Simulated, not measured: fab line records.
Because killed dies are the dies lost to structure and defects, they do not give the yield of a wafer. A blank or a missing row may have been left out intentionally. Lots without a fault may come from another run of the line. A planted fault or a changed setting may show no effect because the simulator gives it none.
The tool behind it: which one? / flow n5Finfet / 24 wafers from 9 lots sampled at 7 of the route's 1938 steps

## WHAT EACH GAUGE READ, for each wafer
N5_BEOL_M4_RC_MEAS_101. Usual: DIBL_N 36.3 mV/V, standard deviation 1.6; DIBL_P 36.4 mV/V, standard deviation 2.1; IOFF_N 0.16 nA/um, standard deviation 0.032; IOFF_P 0.22 nA/um, standard deviation 0.044; ION_N 675 uA/um, standard deviation 12; ION_P 463 uA/um, standard deviation 8.3; SS_N 71.6 mV/dec, standard deviation 0.64; SS_P 73.3 mV/dec, standard deviation 0.67; VT_N 250 mV, standard deviation 3.3; VT_P -250 mV, standard deviation 3.7.
lot=L119; measured=day 10 10:26; on=prober-02; DIBL_N (mV/V)=38.8 35.0 36.4; DIBL_P (mV/V)=38.2 33.1 35.1; IOFF_N (nA/um)=0.18 0.12 0.15; IOFF_P (nA/um)=0.23 0.16 0.20; ION_N (uA/um)=684 666 686; ION_P (uA/um)=466 455 464; SS_N (mV/dec)=71.7 70.6 71.9; SS_P (mV/dec)=73.9 73.1 73.5; VT_N (mV)=252 256 251; VT_P (mV)=-247 -255 -251; flag=
lot=L121; measured=day 10 16:30; on=prober-02; DIBL_N (mV/V)=36.3 35.1 37.4; DIBL_P (mV/V)=35.5 33.6 36.4; IOFF_N (nA/um)=0.15 0.13 0.18; IOFF_P (nA/um)=0.19 0.17 0.21; ION_N (uA/um)=674 667 694; ION_P (uA/um)=463 462 471; SS_N (mV/dec)=70.6 70.5 71.2; SS_P (mV/dec)=73.7 73.0 72.5; VT_N (mV)=251 250 246; VT_P (mV)=-251 -252 -254; flag=
lot=L123; measured=day 11 12:28; on=prober-01; DIBL_N (mV/V)=36.8 36.9 37.2; DIBL_P (mV/V)=38.9 38.7 40.1; IOFF_N (nA/um)=0.19 0.19 0.20; IOFF_P (nA/um)=0.26 0.26 0.29; ION_N (uA/um)=690 682 697; ION_P (uA/um)=472 471 486; SS_N (mV/dec)=71.3 71.8 71.9; SS_P (mV/dec)=74.1 73.6 74.9; VT_N (mV)=249 249 247; VT_P (mV)=-248 -248 -245; flag=
lot=L127; measured=day 12 23:00; on=prober-02; DIBL_N (mV/V)=33.7 33.6; DIBL_P (mV/V)=32.9 32.0; IOFF_N (nA/um)=0.13 0.12; IOFF_P (nA/um)=0.20 0.19; ION_N (uA/um)=674 662; ION_P (uA/um)=469 463; SS_N (mV/dec)=71.2 70.6; SS_P (mV/dec)=71.8 72.5; VT_N (mV)=250 254; VT_P (mV)=-247 -250; flag=
lot=L129; measured=day 13 03:35; on=prober-01; DIBL_N (mV/V)=35.7 36.9; DIBL_P (mV/V)=36.9 39.4; IOFF_N (nA/um)=0.16 0.19; IOFF_P (nA/um)=0.22 0.26; ION_N (uA/um)=672 668; ION_P (uA/um)=461 463; SS_N (mV/dec)=71.3 72.0; SS_P (mV/dec)=73.6 74.2; VT_N (mV)=250 247; VT_P (mV)=-250 -248; flag=
lot=L132; measured=day 13 21:56; on=prober-02; DIBL_N (mV/V)=36.4 34.7; DIBL_P (mV/V)=36.7 33.9; IOFF_N (nA/um)=0.16 0.13; IOFF_P (nA/um)=0.23 0.19; ION_N (uA/um)=685 669; ION_P (uA/um)=475 460; SS_N (mV/dec)=71.0 70.9; SS_P (mV/dec)=73.9 72.7; VT_N (mV)=249 251; VT_P (mV)=-249 -249; flag=
lot=L137; measured=day 15 14:51; on=prober-02; DIBL_N (mV/V)=35.6 34.9 36.8; DIBL_P (mV/V)=35.1 34.2 35.7; IOFF_N (nA/um)=0.12 0.12 0.14; IOFF_P (nA/um)=0.18 0.17 0.19; ION_N (uA/um)=648 672 667; ION_P (uA/um)=450 464 461; SS_N (mV/dec)=71.4 70.7 70.9; SS_P (mV/dec)=73.4 73.2 72.4; VT_N (mV)=255 254 252; VT_P (mV)=-253 -251 -253; flag=
lot=L138; measured=day 15 18:29; on=prober-02; DIBL_N (mV/V)=35.4 34.7 40.7; DIBL_P (mV/V)=36.1 35.6 41.8; IOFF_N (nA/um)=0.13 0.13 0.24; IOFF_P (nA/um)=0.16 0.16 0.26; ION_N (uA/um)=665 662 697; ION_P (uA/um)=456 456 463; SS_N (mV/dec)=71.8 71.1 73.0; SS_P (mV/dec)=72.6 73.2 74.2; VT_N (mV)=254 252 245; VT_P (mV)=-253 -256 -247; flag=
lot=L139; measured=day 16 21:25; on=prober-01; DIBL_N (mV/V)=35.7 37.1 35.8; DIBL_P (mV/V)=34.9 36.6 35.0; IOFF_N (nA/um)=0.15 0.17 0.15; IOFF_P (nA/um)=0.21 0.23 0.21; ION_N (uA/um)=665 670 680; ION_P (uA/um)=459 462 463; SS_N (mV/dec)=71.9 72.6 72.4; SS_P (mV/dec)=72.9 73.0 72.9; VT_N (mV)=250 248 253; VT_P (mV)=-250 -248 -251; flag=

N5_BEOL_M10_THK_MEAS_53: measures by xrf. Usual: for M10_THK the level is 140 nm and the standard deviation is 3.5.
lot=L119; measured=day 12 20:07; on=filmMetro-01; M10_THK (nm)=142 136 140; flag=
lot=L121; measured=day 12 23:44; on=filmMetro-01; M10_THK (nm)=143 141 144; flag=
lot=L123; measured=day 13 18:01; on=filmMetro-02; M10_THK (nm)=139 141 141; flag=
lot=L127; measured=day 15 07:46; on=filmMetro-01; M10_THK (nm)=141 259; flag=OFF
lot=L129; measured=day 15 09:54; on=filmMetro-01; M10_THK (nm)=261 142; flag=OFF
lot=L132; measured=day 16 12:35; on=filmMetro-01; M10_THK (nm)=144 266; flag=OFF
lot=L137; measured=day 18 03:41; on=filmMetro-02; M10_THK (nm)=140 140 139; flag=
lot=L138; measured=day 18 04:22; on=filmMetro-02; M10_THK (nm)=142 142 143; flag=
lot=L139; measured=day 19 01:05; on=filmMetro-02; M10_THK (nm)=144 141 144; flag=

N5_BEOL_M10_INSPECT_58: inspects for defects (darkfield). Usual: rawDefectCount 68, standard deviation 21.
lot=L119; measured=day 12 20:17; on=defectInspect-01; rawDefectCount=57 39 72; flag=
lot=L121; measured=day 12 23:53; on=defectInspect-01; rawDefectCount=66 44 81; flag=
lot=L123; measured=day 13 18:11; on=defectInspect-02; rawDefectCount=73 44 64; flag=
lot=L127; measured=day 15 07:57; on=defectInspect-02; rawDefectCount=78 2288; flag=OFF
lot=L129; measured=day 15 10:04; on=defectInspect-02; rawDefectCount=2213 79; flag=OFF
lot=L132; measured=day 16 12:44; on=defectInspect-01; rawDefectCount=93 2191; flag=OFF
lot=L137; measured=day 18 03:52; on=defectInspect-01; rawDefectCount=60 65 84; flag=
lot=L138; measured=day 18 04:32; on=defectInspect-02; rawDefectCount=91 75 59; flag=
lot=L139; measured=day 19 01:15; on=defectInspect-02; rawDefectCount=64 51 85; flag=

## WHICH TOOL RAN EACH LOT (tool, then ch and the chambers of the sampled wafers, then the start)
lot=L119; N5_BEOL_M10_STRIP_36=rieDiel-03 ch 0,1,3, day 12 17:33; N5_BEOL_M10_DEGAS_44=pvdSputter-03, day 12 18:34; N5_BEOL_M10_PRE_CLEAN_45=pvdSputter-03, day 12 18:37; N5_BEOL_M10_CMP_52=cmp-01 ch 1,2, day 12 19:50
lot=L121; N5_BEOL_M10_STRIP_36=rieDiel-02 ch 0,2, day 12 19:51; N5_BEOL_M10_DEGAS_44=pvdSputter-03, day 12 22:14; N5_BEOL_M10_PRE_CLEAN_45=pvdSputter-03, day 12 22:16; N5_BEOL_M10_CMP_52=cmp-04 ch 1,3, day 12 23:26
lot=L123; N5_BEOL_M10_STRIP_36=rieDiel-02 ch 0,2, day 13 14:02; N5_BEOL_M10_DEGAS_44=pvdSputter-02, day 13 16:14; N5_BEOL_M10_PRE_CLEAN_45=pvdSputter-02, day 13 16:16; N5_BEOL_M10_CMP_52=cmp-01 ch 0,1, day 13 17:46
lot=L127; N5_BEOL_M10_STRIP_36=rieDiel-03 ch 0,1, day 15 04:20; N5_BEOL_M10_DEGAS_44=pvdSputter-03, day 15 05:56; N5_BEOL_M10_PRE_CLEAN_45=pvdSputter-03, day 15 05:59; N5_BEOL_M10_CMP_52=cmp-04 ch 0,2, day 15 07:30
lot=L129; N5_BEOL_M10_STRIP_36=rieDiel-02 ch 1,2, day 15 06:56; N5_BEOL_M10_DEGAS_44=pvdSputter-02, day 15 07:43; N5_BEOL_M10_PRE_CLEAN_45=pvdSputter-02, day 15 07:46; N5_BEOL_M10_CMP_52=cmp-04 ch 0,1, day 15 09:43
lot=L132; N5_BEOL_M10_STRIP_36=rieDiel-02 ch 1,2, day 16 09:30; N5_BEOL_M10_DEGAS_44=pvdSputter-01, day 16 10:28; N5_BEOL_M10_PRE_CLEAN_45=pvdSputter-01, day 16 10:31; N5_BEOL_M10_CMP_52=cmp-04 ch 0,2, day 16 12:19
lot=L137; N5_BEOL_M10_STRIP_36=rieDiel-02 ch 0,1,2, day 17 23:29; N5_BEOL_M10_DEGAS_44=pvdSputter-02, day 18 01:34; N5_BEOL_M10_PRE_CLEAN_45=pvdSputter-02, day 18 01:36; N5_BEOL_M10_CMP_52=cmp-01 ch 0,1,3, day 18 03:26
lot=L138; N5_BEOL_M10_STRIP_36=rieDiel-03 ch 1,3, day 17 23:52; N5_BEOL_M10_DEGAS_44=pvdSputter-02, day 18 02:16; N5_BEOL_M10_PRE_CLEAN_45=pvdSputter-02, day 18 02:18; N5_BEOL_M10_CMP_52=cmp-01 ch 0,1,3, day 18 04:05
lot=L139; N5_BEOL_M10_STRIP_36=rieDiel-03 ch 0,3, day 18 22:01; N5_BEOL_M10_DEGAS_44=pvdSputter-02, day 18 23:25; N5_BEOL_M10_PRE_CLEAN_45=pvdSputter-02, day 18 23:28; N5_BEOL_M10_CMP_52=cmp-02 ch 0,1,3, day 19 00:55
- N5_BEOL_M10_STRIP_36: strips in N2/H2.
- N5_BEOL_M10_DEGAS_44: time 60 s.
- N5_BEOL_M10_PRE_CLEAN_45: time 30 s.
- N5_BEOL_M10_CMP_52: polishes, stops on SiCOH lowk, t overpolish 7 s, target thk 140 nm.

## WHAT THE TOOLS THEMSELVES READ (means of the sampled wafers that have a number; where no wafer has one, the mark that the record gives instead)
N5_BEOL_M10_STRIP_36. Usual: drypumpMotorCurrentA 5.8 A, standard deviation 0.51; h2FlowSccm 200.1 sccm, standard deviation 0.67; oesProductAu 0.81 a.u., standard deviation 0.1; rfVppV 59.3 V, standard deviation 1.8; showerheadPlenumPTorr 2.56 Torr, standard deviation 0.11; throttleValvePct 23.5 %, standard deviation 0.43.
lot=L119; tool=rieDiel-03; drypumpMotorCurrentA (A)=5.6; h2FlowSccm (sccm)=200.0; oesProductAu (a.u.)=0.86; rfVppV (V)=59.5; showerheadPlenumPTorr (Torr)=2.61; throttleValvePct (%)=23.6; flag=
lot=L121; tool=rieDiel-02; drypumpMotorCurrentA (A)=5.5; h2FlowSccm (sccm)=200.5; oesProductAu (a.u.)=0.90; rfVppV (V)=59.2; showerheadPlenumPTorr (Torr)=2.54; throttleValvePct (%)=23.3; flag=
lot=L123; tool=rieDiel-02; drypumpMotorCurrentA (A)=5.8; h2FlowSccm (sccm)=200.2; oesProductAu (a.u.)=0.88; rfVppV (V)=60.1; showerheadPlenumPTorr (Torr)=2.61; throttleValvePct (%)=23.1; flag=
lot=L127; tool=rieDiel-03; drypumpMotorCurrentA (A)=5.4; h2FlowSccm (sccm)=200.0; oesProductAu (a.u.)=0.78; rfVppV (V)=57.4; showerheadPlenumPTorr (Torr)=2.55; throttleValvePct (%)=23.9; flag=
lot=L129; tool=rieDiel-02; drypumpMotorCurrentA (A)=5.3; h2FlowSccm (sccm)=199.8; oesProductAu (a.u.)=0.90; rfVppV (V)=60.6; showerheadPlenumPTorr (Torr)=2.48; throttleValvePct (%)=23.7; flag=
lot=L132; tool=rieDiel-02; drypumpMotorCurrentA (A)=5.3; h2FlowSccm (sccm)=199.6; oesProductAu (a.u.)=0.90; rfVppV (V)=60.8; showerheadPlenumPTorr (Torr)=2.48; throttleValvePct (%)=23.7; flag=
lot=L137; tool=rieDiel-02; drypumpMotorCurrentA (A)=5.6; h2FlowSccm (sccm)=200.5; oesProductAu (a.u.)=0.84; rfVppV (V)=58.2; showerheadPlenumPTorr (Torr)=2.54; throttleValvePct (%)=23.5; flag=
lot=L138; tool=rieDiel-03; drypumpMotorCurrentA (A)=6.0; h2FlowSccm (sccm)=200.5; oesProductAu (a.u.)=0.77; rfVppV (V)=57.7; showerheadPlenumPTorr (Torr)=2.64; throttleValvePct (%)=24.0; flag=
lot=L139; tool=rieDiel-03; drypumpMotorCurrentA (A)=5.3; h2FlowSccm (sccm)=200.4; oesProductAu (a.u.)=0.82; rfVppV (V)=58.8; showerheadPlenumPTorr (Torr)=2.53; throttleValvePct (%)=23.3; flag=

N5_BEOL_M10_DEGAS_44. Usual: heaterPowerW 339 W, standard deviation 48.
lot=L119; tool=pvdSputter-03; heaterPowerW (W)=370; flag=
lot=L121; tool=pvdSputter-03; heaterPowerW (W)=324; flag=
lot=L123; tool=pvdSputter-02; heaterPowerW (W)=389; flag=
lot=L127; tool=pvdSputter-03; heaterPowerW (W)=354; flag=
lot=L129; tool=pvdSputter-02; heaterPowerW (W)=344; flag=
lot=L132; tool=pvdSputter-01; heaterPowerW (W)=320; flag=
lot=L137; tool=pvdSputter-02; heaterPowerW (W)=323; flag=
lot=L138; tool=pvdSputter-02; heaterPowerW (W)=363; flag=
lot=L139; tool=pvdSputter-02; heaterPowerW (W)=367; flag=

N5_BEOL_M10_PRE_CLEAN_45. Usual: heaterPowerW 339 W, standard deviation 47.
lot=L119; tool=pvdSputter-03; heaterPowerW (W)=372; flag=
lot=L121; tool=pvdSputter-03; heaterPowerW (W)=321; flag=
lot=L123; tool=pvdSputter-02; heaterPowerW (W)=392; flag=
lot=L127; tool=pvdSputter-03; heaterPowerW (W)=346; flag=
lot=L129; tool=pvdSputter-02; heaterPowerW (W)=343; flag=
lot=L132; tool=pvdSputter-01; heaterPowerW (W)=314; flag=
lot=L137; tool=pvdSputter-02; heaterPowerW (W)=325; flag=
lot=L138; tool=pvdSputter-02; heaterPowerW (W)=366; flag=
lot=L139; tool=pvdSputter-02; heaterPowerW (W)=368; flag=

N5_BEOL_M10_CMP_52. Usual: barrierFieldEndpointS 28.9 s, standard deviation 0.66; motorCurrentA 6.2 A, standard deviation 0.81; overpolishRunS 7.000 s, standard deviation 0.009; timeToEndpointS 66.5 s, standard deviation 3.
lot=L119; tool=cmp-01; barrierFieldEndpointS (s)=28.9; motorCurrentA (A)=5.9; overpolishRunS (s)=7.006; timeToEndpointS (s)=65.1; flag=
lot=L121; tool=cmp-04; barrierFieldEndpointS (s)=29.5; motorCurrentA (A)=5.8; overpolishRunS (s)=7.003; timeToEndpointS (s)=69.8; flag=
lot=L123; tool=cmp-01; barrierFieldEndpointS (s)=28.8; motorCurrentA (A)=6.2; overpolishRunS (s)=6.999; timeToEndpointS (s)=63.2; flag=
lot=L127; tool=cmp-04; barrierFieldEndpointS (s)=38.1; motorCurrentA (A)=6.0; overpolishRunS (s)=3.527; timeToEndpointS (s)=76.8; flag=OFF
lot=L129; tool=cmp-04; barrierFieldEndpointS (s)=38.0; motorCurrentA (A)=5.4; overpolishRunS (s)=3.530; timeToEndpointS (s)=76.2; flag=OFF
lot=L132; tool=cmp-04; barrierFieldEndpointS (s)=37.6; motorCurrentA (A)=5.9; overpolishRunS (s)=3.513; timeToEndpointS (s)=75.3; flag=OFF
lot=L137; tool=cmp-01; barrierFieldEndpointS (s)=28.0; motorCurrentA (A)=5.7; overpolishRunS (s)=6.991; timeToEndpointS (s)=63.8; flag=
lot=L138; tool=cmp-01; barrierFieldEndpointS (s)=28.5; motorCurrentA (A)=5.7; overpolishRunS (s)=6.993; timeToEndpointS (s)=65.3; flag=
lot=L139; tool=cmp-02; barrierFieldEndpointS (s)=28.7; motorCurrentA (A)=6.8; overpolishRunS (s)=6.996; timeToEndpointS (s)=66.7; flag=

## THE ANSWER, worked out from the rows above alone
Rule: a lot is off if the mean of its wafers that have a number lies more than 3 standard deviations from the usual mean. Also off: a lot with no number at a reading for which 4 or more lots have one. Any other lot the step has rows for is counted as sound. First the gauges in route order, then the tools' own readings, where a lot's mean is used as printed above. At the first step where some lot is off, the reading lying furthest off is the one used; lots without a number count as furthest.
Off: L127, L129, L132, at N5_BEOL_M10_THK_MEAS_53 (M10_THK).
If a tool, at a process step before that reading, ran all the lots that are off and no sound lot after the first of them, it fits. The gauges at N5_BEOL_M10_THK_MEAS_53 aren't tried: what is off there is off at N5_BEOL_M10_INSPECT_58 too, on other tools, and a gauge's error can't cause that. One fits: N5_BEOL_M10_CMP_52 on cmp-04. Its last sound lot is L121 (day 12 23:26), its first lot that is off L127 (day 15 07:30): a fault that began between those two fits.
The tool's own readings at N5_BEOL_M10_CMP_52 bear it out: on the lots that are off they differ by more than 5 times the standard deviation of the sound lots' means. barrierFieldEndpointS reads 37.9 s there against 28.7 s on the sound lots; overpolishRunS reads 3.523 s there against 6.998 s on the sound lots.

## WHAT THE SIMULATOR HAD INSERTED
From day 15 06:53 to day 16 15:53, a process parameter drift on cmp-04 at N5_BEOL_M10_CMP_52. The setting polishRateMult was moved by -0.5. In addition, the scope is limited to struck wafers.
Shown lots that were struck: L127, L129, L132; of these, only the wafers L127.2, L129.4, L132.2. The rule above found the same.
